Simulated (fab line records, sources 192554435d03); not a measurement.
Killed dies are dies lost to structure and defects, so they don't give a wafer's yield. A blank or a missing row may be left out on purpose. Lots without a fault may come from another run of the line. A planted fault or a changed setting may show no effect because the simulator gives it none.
Which tool did it? | flow n5_finfet | 12 lots, 36 wafers sampled, at 5 steps of a route of 1938

WHAT THE GAUGES READ, wafer by wafer
N5_BEOL_M14_INSPECT_12: inspects for defects (macro).
lot  | measured     | on                | raw_defect_count
L075 | day 11 09:56 | defect_inspect-02 | 2 2 2
L077 | day 11 17:06 | defect_inspect-01 | 2 1 6
L079 | day 12 00:01 | defect_inspect-02 | 2 2 3
L081 | day 12 17:09 | defect_inspect-01 | 1 1 0
L085 | day 13 13:48 | defect_inspect-01 | 3 2 1
L083 | day 13 17:28 | defect_inspect-02 | 3 3 0
L087 | day 14 09:47 | defect_inspect-01 | 3 2 2
L089 | day 14 20:24 | defect_inspect-01 | 6 2 2
L091 | day 15 11:45 | defect_inspect-01 | 3 3 1
L094 | day 15 19:50 | defect_inspect-02 | 0 3 1
L095 | day 16 05:16 | defect_inspect-02 | 1 0 2
L097 | day 16 19:21 | defect_inspect-02 | 2 2 2

WHICH TOOL RAN EACH LOT (tool, then ch and the chambers of the sampled wafers, then the start)
lot  | N5_BEOL_M12_PRE_CLEAN_42     | N5_BEOL_M13_DESCUM_15              | N5_BEOL_M13_PRE_CLEAN_42     | N5_BEOL_M13_ANNEAL_48
L075 | pvd_sputter-01, day 10 23:15 | rie_diel-04 ch 0,1,3, day 11 02:34 | pvd_sputter-03, day 11 07:08 | rtp_anneal-01 ch 0, day 11 07:58
L077 | pvd_sputter-02, day 11 06:49 | rie_diel-05 ch 0,3, day 11 08:40   | pvd_sputter-02, day 11 14:53 | rtp_anneal-02 ch 0, day 11 15:38
L079 | pvd_sputter-01, day 11 14:50 | rie_diel-05 ch 0,2,3, day 11 17:17 | pvd_sputter-03, day 11 21:57 | rtp_anneal-01 ch 0, day 11 22:37
L081 | pvd_sputter-02, day 12 10:07 | rie_diel-01 ch 0,1,3, day 12 12:13 | pvd_sputter-02, day 12 15:19 | rtp_anneal-02 ch 0, day 12 15:51
L085 | pvd_sputter-02, day 13 03:52 | rie_diel-01 ch 0,1,2, day 13 05:40 | pvd_sputter-01, day 13 11:56 | rtp_anneal-01 ch 0, day 13 12:29
L083 | pvd_sputter-02, day 13 11:29 | rie_diel-05 ch 1,2,3, day 13 13:24 | pvd_sputter-01, day 13 15:39 | rtp_anneal-02 ch 0, day 13 16:08
L087 | pvd_sputter-02, day 14 01:19 | rie_diel-05 ch 0,1,2, day 14 03:49 | pvd_sputter-01, day 14 07:44 | rtp_anneal-01 ch 0, day 14 08:18
L089 | pvd_sputter-03, day 14 11:56 | rie_diel-05 ch 1,2,3, day 14 13:53 | pvd_sputter-02, day 14 18:28 | rtp_anneal-02 ch 0, day 14 18:59
L091 | pvd_sputter-02, day 15 05:13 | rie_diel-05 ch 0,1, day 15 07:19   | pvd_sputter-01, day 15 09:41 | rtp_anneal-01 ch 0, day 15 10:10
L094 | pvd_sputter-03, day 15 13:20 | rie_diel-01 ch 1,2,3, day 15 15:15 | pvd_sputter-01, day 15 17:46 | rtp_anneal-01 ch 0, day 15 18:32
L095 | pvd_sputter-01, day 15 23:30 | rie_diel-01 ch 0,3, day 16 01:25   | pvd_sputter-02, day 16 03:26 | rtp_anneal-01 ch 0, day 16 03:56
L097 | pvd_sputter-01, day 16 09:56 | rie_diel-01 ch 0,1,3, day 16 11:50 | pvd_sputter-03, day 16 17:31 | rtp_anneal-02 ch 0, day 16 18:02
- N5_BEOL_M12_PRE_CLEAN_42: time 30 s.
- N5_BEOL_M13_DESCUM_15: chemistry O2, time 7.9 s.
- N5_BEOL_M13_PRE_CLEAN_42: time 30 s.
- N5_BEOL_M13_ANNEAL_48: time 90 s.

THE ANSWER, worked out from the rows above alone
Rule: what is usual is taken from the lots themselves. Put in order of their means at a reading, lots are off if they are a third of the lots or fewer, leave a main group of 4 or more, and stand apart from it by a gap of 3 or more times the standard deviation of the main group's means; of several such gaps the widest counts. A main group whose means are all the same, to the digits that the tables above print for the reading, isn't used. A lot without any number at a reading at which 4 lots or more have one is off too. The other lots that the step has rows for count as sound.
No lot is off at any reading shown: from this, nothing can be told.

WHAT THE SIMULATOR HAD PUT IN
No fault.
